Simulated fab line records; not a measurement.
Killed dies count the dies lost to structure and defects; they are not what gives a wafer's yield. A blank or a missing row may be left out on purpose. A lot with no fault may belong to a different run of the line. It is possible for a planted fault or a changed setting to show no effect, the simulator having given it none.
fab line records	flow n5-finfet
record lots=7	wafers=39
route steps=1938 shown DUMMY_GATE@234 HKMG_FIN@403 BEOL_M0_SAQP@637 BEOL_M3@972 BEOL_M7@1263
start-h: the number of hours between the record's first day and the start of the first shown wafer of the lot	wait-h: how many hours have passed since the lot's step before this one	" same as the row above	L1.1+2: one row covering several wafers at once	- no value, or no start given	* or withheld: withheld	< > ~ a bound
route shown NAME@n: a module of which the file shows steps, and the number in the route of the first	usual: mean/standard deviation taken from wafers without a fault	same: alike in all rows	chamber/n: place in a boat	sites: per-site readings	_std_site: their standard deviation	_edge_site: the outer-site mean with the inner-site mean subtracted	radius-mm: how far each site lies from the wafer's centre	mask NAME#n: copy n	behind: the most recent tool/chamber to have shaped the wafer	hold: cause of the lot's hold/its duration in hours/its outcome	device: the transistor (n, p or np) that didn't switch	end of line: tests run on the same wafers once the route is complete	a step given without rows: its recipe and nothing more	killed: dies lost to structure and defects at the first sort, not the wafer's yield	map: dies across one wafer; x = killed, . = not, _ = none there
set.NAME: the run value of the setting; set.NAME@STEP: its run value at that earlier step	model.NAME: the simulator's own value behind a step, which no gauge read
one table per step and one row per wafer, for lots whose settings were changed on purpose
## steps
# step N5_DUMMY_GATE_DESCUM_20
# recipe chemistry=O2	time-s=6.2	source-power-w=50	bias-power-w=20	pressure-mtorr=20	rf-frequency-hz=2.712e+07	temp-c=40	resist=CAR-EUV	o2-flow-sccm=225
lot.wafer	tool	chamber	start-h	wait-h	set.time-s	model.CAR-EUV_of_DUMMY_GATE_COAT_09.thk-nm
L076.1+5	rie-diel-02	0	57.46	0.0	7.351	25.8
L076.2+3+6	"	1,3,1	"	"	6.2	26.4
L076.4	"	2	"	"	7.351	26
L080.1+5	rie-diel-02	3	86.13	0.0	3.557	27.6
L080.2+6	"	2	"	"	6.2	26.4
L080.3	"	0	"	"	6.2	26.2
L080.4	"	0	"	"	3.557	27.8
L083.3+6	rie-diel-02	3,1	105.48	0.0	6.2	26.4
L083.4	"	2	"	"	6.2	26.6
L086.1+4+5	rie-diel-06	0,2,1	123.70	0.0	6.2	26.4
L086.2+3+6	"	1,3,0	"	"	8.639	25.2
L091.1	rie-diel-03	0	147.25	0.0	6.2	26.4
L091.2+3	"	3,2	"	"	6.2	26.6
L091.4+6	"	1,0	"	"	8.142	25.4
L091.5	"	3	"	"	8.142	25.6
L092.1+3+6	rie-diel-06	2,3,2	153.48	0.0	6.2	26.6
L092.2+4+5	"	1,1,3	"	"	5.242	27
L095.1+3	rie-diel-02	1,0	176.19	0.1	7.491	25.8
L095.2	"	2	"	"	7.491	26
L095.4+6	"	3	"	"	6.2	26.6
L095.5	"	2	"	"	6.2	26.8
# step N5_DUMMY_GATE_ETCH_29
# recipe chemistry=N2/H2	target=underlayer	target-depth-a=130	ion-energy-ev=200	pressure-mtorr=30	source-w=840	bias-w=150	n2-flow-sccm=200	h2-flow-sccm=200
lot.wafer	tool	chamber	start-h	wait-h	set.time-s@DUMMY_GATE_DESCUM_20	model.CAR-EUV_of_DUMMY_GATE_COAT_09.thk-nm
L076.1+5	rie-diel-02	0	57.53	0.0	7.351	18
L076.2+6	"	1	"	"	6.2	18.6
L076.3	"	3	"	"	6.2	18.8
L076.4	"	2	"	"	7.351	18.6
L080.1+5	rie-diel-02	3	86.20	0.0	3.557	20
L080.2+6	"	2	"	"	6.2	19.2
L080.3	"	0	"	"	6.2	18.4
L080.4	"	0	"	"	3.557	19.8
L083.3	rie-diel-02	3	105.55	0.0	6.2	18.8
L083.4	"	2	"	"	6.2	19.4
L083.6	"	1	"	"	6.2	18.6
L086.1	rie-diel-06	0	123.76	0.0	6.2	19.2
L086.2+3	"	1,3	"	"	8.639	17.6
L086.4+5	"	2,1	"	"	6.2	18.8
L086.6	"	0	"	"	8.639	17.8
L091.1	rie-diel-03	0	147.31	0.0	6.2	18.6
L091.2	"	3	"	"	6.2	19.2
L091.3	"	2	"	"	6.2	19
L091.4+6	"	1,0	"	"	8.142	17.6
L091.5	"	3	"	"	8.142	18.2
L092.1+3+6	rie-diel-06	2,3,2	153.54	0.0	6.2	19
L092.2	"	1	"	"	5.242	19.4
L092.4+5	"	1,3	"	"	5.242	19.6
L095.1+3	rie-diel-02	1,0	176.26	0.0	7.491	18
L095.2	"	2	"	"	7.491	18.8
L095.4	"	3	"	"	6.2	18.8
L095.5	"	2	"	"	6.2	19.6
L095.6	"	3	"	"	6.2	19
# step N5_HKMG_FIN_ETCH_55
# recipe chemistry=N2/H2	target=SOC	target-depth-a=2400	temp-c=40	time-s=300	ion-energy-ev=200	mask-material=SiARC	pressure-mtorr=30	source-w=840	bias-w=150	n2-flow-sccm=200	h2-flow-sccm=200
lot.wafer	tool	chamber	start-h	wait-h	set.time-s	model.HKMG_FIN.feature-depth-nm	model.etch.depth-nm	model.SiARC_of_HKMG_FIN_COAT_42.thk-nm
L076.1	rie-diel-05	2	81.34	0.0	300	232.2	232.3	21.8
L076.2	"	0	"	"	300	248.2	248.2	21.2
L076.3	"	1	"	"	300	234.2	234.2	21.2
L076.4	"	3	"	"	300	248	248	20.8
L076.5	"	3	"	"	300	248.8	248.8	20.8
L076.6	"	2	"	"	300	233.4	233.4	21.8
L080.1	rie-diel-05	2	111.10	0.0	300	235	235.1	21.6
L080.2	"	0	"	"	300	248	247.9	21
L080.3	"	1	"	"	461.7	359.8	359.8	13.6
L080.4	"	0	"	"	461.7	382.6	382.6	13.4
L080.5	"	1	"	"	461.7	358.6	358.5	13.8
L080.6	"	2	"	"	300	235	235	21.6
L083.3	rie-diel-04	0	129.42	0.0	300	234.2	234.2	22.2
L083.4	"	1	"	"	300	236.6	236.6	21.8
L083.6	"	2	"	"	300	241.6	241.6	20.8
L086.1	rie-diel-04	2	149.28	0.0	383.4	309.8	309.9	16.6
L086.2	"	1	"	"	300	234.8	234.7	21.8
L086.3	"	3	"	"	383.4	319.6	319.6	15.8
L086.4	"	0	"	"	300	234.6	234.6	22.2
L086.5	"	0	"	"	383.4	302.2	302.2	18.2
L086.6	"	3	"	"	300	249.2	249.1	20
L091.1	rie-diel-05	0	172.79	0.0	300	244.4	244.3	21.4
L091.2	"	3	"	"	300	248.6	248.5	20.6
L091.3	"	1	"	"	300	248.8	248.8	20.4
L091.4	"	2	"	"	300	232	231.9	21.8
L091.5	"	3	"	"	300	249.8	249.8	20.6
L091.6	"	0	"	"	300	244.6	244.5	21.4
L092.1	rie-diel-05	0	178.86	0.0	368.5	295.6	295.5	18.4
L092.2	"	3	"	"	368.5	302.2	302.1	17.4
L092.3	"	2	"	"	368.5	285.2	285.2	18.6
L092.4	"	1	"	"	300	242	242.1	20.6
L092.5	"	3	"	"	300	244.4	244.4	20.8
L092.6	"	0	"	"	300	241.2	241.2	21.4
L095.1	rie-diel-01	3	201.87	0.0	368.8	284.2	284.3	18.6
L095.2	"	1	"	"	368.8	288.6	288.7	18.2
L095.3	"	0	"	"	300	231.6	231.6	22
L095.4	"	2	"	"	300	241.8	241.9	20.8
L095.5	"	2	"	"	300	240.4	240.4	20.8
L095.6	"	1	"	"	368.8	287.6	287.6	18.4
# step N5_BEOL_M0_SAQP_PECVD_97
# recipe material=SiNx	target-thk-a=230	temp-c=350	precursor=SiH4/NH3/N2	pressure-torr=1.5	rf-w=300	time-s=19.9
lot.wafer	tool	chamber	start-h	wait-h	set.time-s	model.SiNx_of_BEOL_M0_SAQP_PECVD_97.thk-nm
L076.1+6	pecvd-01	1,0	122.56	0.0	19.9	22.8
L076.2	"	0	"	"	25.32	28.6
L076.3	"	2	"	"	19.9	22.4
L076.4	"	2	"	"	25.32	29.4
L076.5	"	1	"	"	25.32	29.6
L080.1	pecvd-01	1	147.62	0.0	29.14	33.8
L080.2	"	0	"	"	29.14	33.2
L080.3	"	2	"	"	29.14	33.4
L080.4+6	"	0,2	"	"	19.9	23
L080.5	"	1	"	"	19.9	23.4
L083.3	pecvd-01	1	163.49	0.0	19.9	22.6
L083.4	"	1	"	"	19.9	23.2
L083.6	"	2	"	"	19.9	22.4
L086.1	pecvd-01	0	183.45	0.0	19.9	22.8
L086.2	"	2	"	"	13.78	15.2
L086.3	"	1	"	"	13.78	16
L086.4	"	1	"	"	13.78	16.4
L086.5	"	0	"	"	19.9	23.2
L086.6	"	2	"	"	19.9	22.6
L091.1+2+3	pecvd-03	2,0,1	206.81	0.0	19.9	22.8
L091.4+6	"	2,0	"	"	19.9	23.4
L091.5	"	1	"	"	19.9	23.2
L092.1	pecvd-04	1	216.91	0.0	19.9	23
L092.2	"	0	"	"	19.9	22.8
L092.3+6	"	0,1	"	"	29.97	34.8
L092.4	"	1	"	"	19.9	23.8
L092.5	"	0	"	"	29.97	35
L095.1+2	pecvd-01	1,2	236.74	0.0	19.9	22.6
L095.3+6	"	0,2	"	"	19.9	23.2
L095.4	"	1	"	"	19.9	23.4
L095.5	"	0	"	"	19.9	23.6
# step N5_BEOL_M3_ALD_98
# recipe material=SiO2	target-thk-a=25	temp-c=100	ald-precursor-family=BDEAS	ald-co-reactant=O2-plasma	pulse-time-s=1	co-reactant-pulse-time-s=1	purge-time-s=2	co-reactant-purge-time-s=2	ald-cycles=17	pressure-torr=2
lot.wafer	tool	chamber	start-h	wait-h	set.ald-cycles	model.SiO2_of_BEOL_M3_ALD_98.thk-nm
L076.1+2+5	ald-sin-04	3,0,3	199.94	0.3	10	1.4
L076.3	"	1	"	"	17	2.4
L076.4+6	"	2	"	"	17	2.6
L080.1+5+6	ald-sin-03	1,2,1	235.25	0.1	9	1.4
L080.2+3+4	"	3,0,2	"	"	17	2.6
L083.3+4	ald-sin-04	2,3	242.47	0.1	17	2.4
L083.6	"	0	"	"	17	2.6
L086.1	ald-sin-01	2	259.92	0.1	17	2.6
L086.2+6	"	3,0	"	"	17	2.4
L086.3+4+5	"	1,0,1	"	"	8	1.2
L091.1+2+3+5+6	ald-sin-04	1,3,2,2,3	302.66	0.1	17	2.4
L091.4	"	0	"	"	17	2.6
L092.1+3+4	ald-sin-04	2,3,0	303.89	0.1	11	1.6
L092.2+5+6	"	1,0,3	"	"	17	2.4
L095.1+3+4	ald-sin-01	1,2,3	323.27	0.1	26	3.8
L095.2+5+6	"	0,1,2	"	"	17	2.4
# step N5_BEOL_M7_ILD_DEP_00
# recipe material=SiCOH_lowk	target-thk-a=1797.5	temp-c=300	precursor=DEMS/porogen	pressure-torr=5	rf-w=500	time-s=33.4
lot.wafer	tool	chamber	start-h	wait-h	set.target-thk-a	model.SiCOH_lowk_of_BEOL_M7_ILD_DEP_00.thk-nm
L076.1	pecvd-03	1	293.50	0.0	1797.5	178.2
L076.2	"	2	"	"	821.1	81.4
L076.3	"	0	"	"	1797.5	175.8
L076.4	"	0	"	"	1797.5	177
L076.5	"	2	"	"	821.1	80.6
L076.6	"	1	"	"	821.1	82.4
L080.1	pecvd-04	2	329.37	0.0	869	85.4
L080.2	"	1	"	"	869	86.8
L080.3	"	0	"	"	1797.5	177.6
L080.4	"	0	"	"	869	88.8
L080.5+6	"	2,1	"	"	1797.5	179.2
L083.3	pecvd-03	0	331.58	0.0	1797.5	178.2
L083.4	"	1	"	"	1797.5	181.8
L083.6	"	2	"	"	1797.5	181
L086.1	pecvd-01	0	347.99	0.0	1797.5	180
L086.2	"	2	"	"	1797.5	178.2
L086.3	"	1	"	"	1797.5	174.6
L086.4	"	0	"	"	2694	271.8
L086.5	"	2	"	"	2694	273
L086.6	"	1	"	"	2694	268
L091.1	pecvd-03	1	369.64	0.0	2827	283.8
L091.2	"	0	"	"	2827	277.2
L091.3	"	2	"	"	1797.5	176.6
L091.4	"	0	"	"	1797.5	178.6
L091.5	"	1	"	"	2827	287.8
L091.6	"	2	"	"	1797.5	177.2
L092.1	pecvd-01	2	380.26	0.0	1797.5	180.8
L092.2	"	1	"	"	2711	266.4
L092.3	"	0	"	"	2711	271.8
L092.4	"	2	"	"	1797.5	185.6
L092.5	"	0	"	"	2711	273.2
L092.6	"	1	"	"	1797.5	177.8
L095.1	pecvd-01	1	409.44	0.0	1797.5	175.2
L095.2	"	2	"	"	1797.5	182.8
L095.3	"	0	"	"	1143	114.8
L095.4	"	1	"	"	1797.5	178.8
L095.5	"	0	"	"	1143	115.4
L095.6	"	2	"	"	1143	118.6
# step N5_BEOL_M7_CURE_74
# recipe temp-c=385	time-s=240	ambient=He/Ar	material=SiCOH_lowk
lot.wafer	tool	chamber	start-h	wait-h	set.target-thk-a@BEOL_M7_ILD_DEP_00	model.SiCOH_lowk_of_BEOL_M7_ILD_DEP_00.thk-nm
L076.1	uv-cure-03	2	293.73	0.2	1797.5	153.6
L076.2	"	2	"	"	821.1	69.8
L076.3	"	2	"	"	1797.5	151.6
L076.4	"	2	"	"	1797.5	152.6
L076.5	"	2	"	"	821.1	69
L076.6	"	2	"	"	821.1	70.6
L080.1	uv-cure-02	2	329.43	0.0	869	73.2
L080.2	"	2	"	"	869	74.6
L080.3	"	2	"	"	1797.5	153
L080.4	"	2	"	"	869	76.2
L080.5+6	"	2	"	"	1797.5	154.4
L083.3	uv-cure-02	0	331.80	0.2	1797.5	153.6
L083.4	"	0	"	"	1797.5	156.8
L083.6	"	0	"	"	1797.5	156.2
L086.1	uv-cure-02	2	348.06	0.0	1797.5	155.2
L086.2	"	2	"	"	1797.5	153.8
L086.3	"	2	"	"	1797.5	150.6
L086.4	"	2	"	"	2694	235.6
L086.5	"	2	"	"	2694	236.6
L086.6	"	2	"	"	2694	232.2
L091.1	uv-cure-02	1	369.70	0.0	2827	246.2
L091.2	"	1	"	"	2827	240.4
L091.3	"	1	"	"	1797.5	152.4
L091.4	"	1	"	"	1797.5	154
L091.5	"	1	"	"	2827	249.6
L091.6	"	1	"	"	1797.5	152.8
L092.1	uv-cure-03	0	380.49	0.2	1797.5	156
L092.2	"	0	"	"	2711	230.8
L092.3	"	0	"	"	2711	235.6
L092.4	"	0	"	"	1797.5	160.2
L092.5	"	0	"	"	2711	236.8
L092.6	"	0	"	"	1797.5	153.4
L095.1	uv-cure-02	1	409.50	0.0	1797.5	151
L095.2	"	1	"	"	1797.5	157.8
L095.3	"	1	"	"	1143	98.6
L095.4	"	1	"	"	1797.5	154.2
L095.5	"	1	"	"	1143	99.2
L095.6	"	1	"	"	1143	102
# step N5_BEOL_M7_THK_MEAS_01
# recipe reads=SiCOH_lowk_of_BEOL_M7_ILD_DEP_00
# usual M7_ILD_THK=154.6/2.5
lot.wafer	tool	chamber	start-h	wait-h	set.target-thk-a@BEOL_M7_ILD_DEP_00	M7_ILD_THK[nm]
L076.1	film-metro-02	-	294.25	0.4	1797.5	153.6
L076.2	"	-	"	"	821.1	69.7
L076.3	"	-	"	"	1797.5	151.7
L076.4	"	-	"	"	1797.5	152.5
L076.5	"	-	"	"	821.1	69.0
L076.6	"	-	"	"	821.1	70.7
L080.1	film-metro-02	-	329.94	0.4	869	73.2
L080.2	"	-	"	"	869	74.5
L080.3	"	-	"	"	1797.5	152.9
L080.4	"	-	"	"	869	76.1
L080.5	"	-	"	"	1797.5	154.6
L080.6	"	-	"	"	1797.5	154.5
L083.3	film-metro-01	-	332.15	0.3	1797.5	153.7
L083.4	"	-	"	"	1797.5	156.7
L083.6	"	-	"	"	1797.5	156.1
L086.1	film-metro-01	-	348.57	0.4	1797.5	155.3
L086.2	"	-	"	"	1797.5	153.8
L086.3	"	-	"	"	1797.5	150.5
L086.4	"	-	"	"	2694	235.7
L086.5	"	-	"	"	2694	236.6
L086.6	"	-	"	"	2694	232.3
L091.1	film-metro-02	-	370.22	0.4	2827	246.2
L091.2	"	-	"	"	2827	240.3
L091.3	"	-	"	"	1797.5	152.4
L091.4	"	-	"	"	1797.5	153.9
L091.5	"	-	"	"	2827	249.7
L091.6	"	-	"	"	1797.5	152.7
L092.1	film-metro-01	-	381.48	0.8	1797.5	156.0
L092.2	"	-	"	"	2711	230.7
L092.3	"	-	"	"	2711	235.6
L092.4	"	-	"	"	1797.5	160.2
L092.5	"	-	"	"	2711	237.2
L092.6	"	-	"	"	1797.5	153.3
L095.1	film-metro-01	-	410.01	0.4	1797.5	151.0
L095.2	"	-	"	"	1797.5	157.7
L095.3	"	-	"	"	1143	98.7
L095.4	"	-	"	"	1797.5	154.2
L095.5	"	-	"	"	1143	99.2
L095.6	"	-	"	"	1143	101.9
# step N5_BEOL_M7_TRENCH_ETCH_37
# recipe chemistry=C4F6/O2	target-depth-a=934.78	target=SiCOH_lowk	time-s=31.2	ion-energy-ev=250	pressure-mtorr=30	source-w=345	bias-w=185	Ar_flow_sccm=300	C4F6_flow_sccm=10	O2_flow_sccm=10
lot.wafer	tool	chamber	start-h	wait-h	set.target-depth-a	model.etch.depth-nm	model.BEOL_M7.feature-depth-nm
L076.1	rie-diel-03	1	-	-	934.78	91.55	91.6
L076.2	"	2	"	"	934.78	93.66	93.6
L076.3	"	0	"	"	934.78	97.15	97.2
L076.4	"	3	"	"	934.78	90.93	91
L076.5	"	1	"	"	934.78	91.22	91.2
L076.6	"	0	"	"	934.78	97.76	97.8
L080.1	rie-diel-02	1	-	-	934.78	93.94	94
L080.2	"	3	"	"	1379	136.5	136.6
L080.3	"	2	"	"	1379	135.6	135.6
L080.4	"	0	"	"	934.78	95.97	96
L080.5	"	0	"	"	934.78	95.71	95.8
L080.6	"	3	"	"	1379	135.9	135.8
L083.3	rie-diel-03	2	-	-	934.78	92.72	92.8
L083.4	"	3	"	"	934.78	90.23	90.2
L083.6	"	0	"	"	934.78	96.15	96.2
L086.1	rie-diel-02	2	-	-	1242	120.3	120.2
L086.2	"	0	"	"	1242	125	125
L086.3	"	1	"	"	934.78	93.04	93
L086.4	"	3	"	"	1242	123.1	123
L086.5	"	1	"	"	934.78	93.39	93.4
L086.6	"	2	"	"	934.78	91.01	91
L091.1	rie-diel-02	0	-	-	934.78	95.39	95.4
L091.2	"	2	"	"	934.78	91.27	91.2
L091.3	"	3	"	"	934.78	93.19	93.2
L091.4	"	3	"	"	934.78	93.46	93.4
L091.5	"	2	"	"	934.78	91.01	91
L091.6	"	0	"	"	934.78	95.03	95
L092.1	rie-diel-02	0	-	-	554.4	56.91	57
L092.2	"	1	"	"	934.78	94.98	95
L092.3	"	3	"	"	934.78	92.44	92.4
L092.4	"	3	"	"	934.78	93.63	93.6
L092.5	"	1	"	"	554.4	56.23	56.2
L092.6	"	0	"	"	554.4	57.44	57.4
L095.1	rie-diel-02	1	-	-	934.78	93.23	93.2
L095.2	"	0	"	"	1179	118.8	118.8
L095.3	"	3	"	"	934.78	93.24	93.2
L095.4	"	2	"	"	1179	116.8	116.8
L095.5	"	1	"	"	934.78	93.64	93.6
L095.6	"	0	"	"	1179	119.5	119.4
# step N5_BEOL_M7_ETCH_41
# recipe chemistry=CH3F/O2	target=SiCN	target-depth-a=319	taper-deg=2	time-s=57.8	ion-energy-ev=120	mask-material=TiN	pressure-mtorr=30	source-w=395	bias-w=75	Ar_flow_sccm=150	CH3F_flow_sccm=30	O2_flow_sccm=20
# step N5_BEOL_M7_STRIP_80
# recipe chemistry=N2/H2	time-s=10	power-w=450	temp-c=40	pressure-mtorr=20	rf-frequency-hz=6e+07	bias-power-w=7	n2-flow-sccm=200	h2-flow-sccm=200
# step N5_BEOL_M7_ECD_50
# recipe material=Cu	target-thk-a=3000
# step N5_BEOL_M7_ANNEAL_51
# recipe temp-c=225	time-s=90	ambient=N2
# step N5_BEOL_M7_CMP_52
# recipe stop-on=SiCOH_lowk	t-overpolish-s=6.9	down-force-psi=1	platen-rpm=50	clearing-platen-down-force-psi=1.5	clearing-platen-rpm=50	post-cmp-clean=cu-alkaline	target-thk-nm=80	clearing-platen-pad-velocity-m-s=0.99484	pad-velocity-m-s=0.99484
lot.wafer	tool	chamber	start-h	wait-h	set.target-depth-a@BEOL_M7_TRENCH_ETCH_37	model.Cu_of_BEOL_M7_ECD_50.thk-nm
L076.4	cmp-03	1	301.73	0.2	934.78	77.8
L076.3	"	2	"	"	934.78	82.4
L076.2	"	3	"	"	934.78	79
L076.1	"	0	"	"	934.78	75.6
L076.5	"	1	"	"	934.78	77.2
L076.6	"	2	"	"	934.78	83
L080.1	cmp-04	0	335.07	0.3	934.78	82.4
L080.2	"	1	"	"	1379	122.4
L080.4	"	2	"	"	934.78	83.6
L080.3	"	3	"	"	1379	123
L080.6	"	0	"	"	1379	123.2
L080.5	"	1	"	"	934.78	80.8
L083.4	cmp-01	2	338.26	0.1	934.78	77
L083.3	"	3	"	"	934.78	79.4
L083.6	"	2	"	"	934.78	82.6
L086.2	cmp-01	0	355.01	0.2	1242	111.8
L086.1	"	1	"	"	1242	107.8
L086.4	"	2	"	"	1242	108.2
L086.3	"	3	"	"	934.78	76.8
L086.5	"	0	"	"	934.78	80.4
L086.6	"	1	"	"	934.78	77.2
L091.2	cmp-01	1	375.83	0.2	934.78	79.6
L091.1	"	2	"	"	934.78	81
L091.3	"	3	"	"	934.78	78.8
L091.4	"	0	"	"	934.78	80
L091.6	"	1	"	"	934.78	84
L091.5	"	2	"	"	934.78	77
L092.4	cmp-01	3	386.76	0.1	934.78	78.6
L092.1+6	"	0	"	"	554.4	44.2
L092.3	"	1	"	"	934.78	79.8
L092.2	"	2	"	"	934.78	80.8
L092.5	"	3	"	"	554.4	41.6
L095.4	cmp-04	2	420.66	0.1	1179	103.2
L095.2	"	3	"	"	1179	104.4
L095.1	"	0	"	"	934.78	81.2
L095.3	"	1	"	"	934.78	78.6
L095.5	"	2	"	"	934.78	80.6
L095.6	"	3	"	"	1179	105.8
## key
split step=N5_DUMMY_GATE_DESCUM_20	setting=time-s	stated=6.2	by=wafer
response step=N5_DUMMY_GATE_DESCUM_20	reading=model.CAR-EUV_of_DUMMY_GATE_COAT_09.thk-nm	change=-0.0317	per=1%	r=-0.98
response step=N5_DUMMY_GATE_ETCH_29	reading=model.CAR-EUV_of_DUMMY_GATE_COAT_09.thk-nm	change=-0.0304	per=1%	r=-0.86
split step=N5_HKMG_FIN_ETCH_55	setting=time-s	stated=300	by=wafer
response step=N5_HKMG_FIN_ETCH_55	reading=model.HKMG_FIN.feature-depth-nm	change=+2.36	per=1%	r=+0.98
response step=N5_HKMG_FIN_ETCH_55	reading=model.etch.depth-nm	change=+2.36	per=1%	r=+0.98
response step=N5_HKMG_FIN_ETCH_55	reading=model.SiARC_of_HKMG_FIN_COAT_42.thk-nm	change=-0.142	per=1%	r=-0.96
split step=N5_BEOL_M0_SAQP_PECVD_97	setting=time-s	stated=19.9	by=wafer
response step=N5_BEOL_M0_SAQP_PECVD_97	reading=model.SiNx_of_BEOL_M0_SAQP_PECVD_97.thk-nm	change=+0.229	per=1%	r=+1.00
split step=N5_BEOL_M3_ALD_98	setting=ald-cycles	stated=17	by=wafer
response step=N5_BEOL_M3_ALD_98	reading=model.SiO2_of_BEOL_M3_ALD_98.thk-nm	change=+0.0253	per=1%	r=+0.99
split step=N5_BEOL_M7_ILD_DEP_00	setting=target-thk-a	stated=1797.5	by=wafer
response step=N5_BEOL_M7_ILD_DEP_00	reading=model.SiCOH_lowk_of_BEOL_M7_ILD_DEP_00.thk-nm	change=+1.79	per=1%	r=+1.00
response step=N5_BEOL_M7_CURE_74	reading=model.SiCOH_lowk_of_BEOL_M7_ILD_DEP_00.thk-nm	change=+1.56	per=1%	r=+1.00
response step=N5_BEOL_M7_THK_MEAS_01	reading=M7_ILD_THK	change=+1.56	per=1%	r=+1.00
split step=N5_BEOL_M7_TRENCH_ETCH_37	setting=target-depth-a	stated=934.78	by=wafer
response step=N5_BEOL_M7_TRENCH_ETCH_37	reading=model.etch.depth-nm	change=+0.896	per=1%	r=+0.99
response step=N5_BEOL_M7_TRENCH_ETCH_37	reading=model.BEOL_M7.feature-depth-nm	change=+0.895	per=1%	r=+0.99
response step=N5_BEOL_M7_CMP_52	reading=model.Cu_of_BEOL_M7_ECD_50.thk-nm	change=+0.893	per=1%	r=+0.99
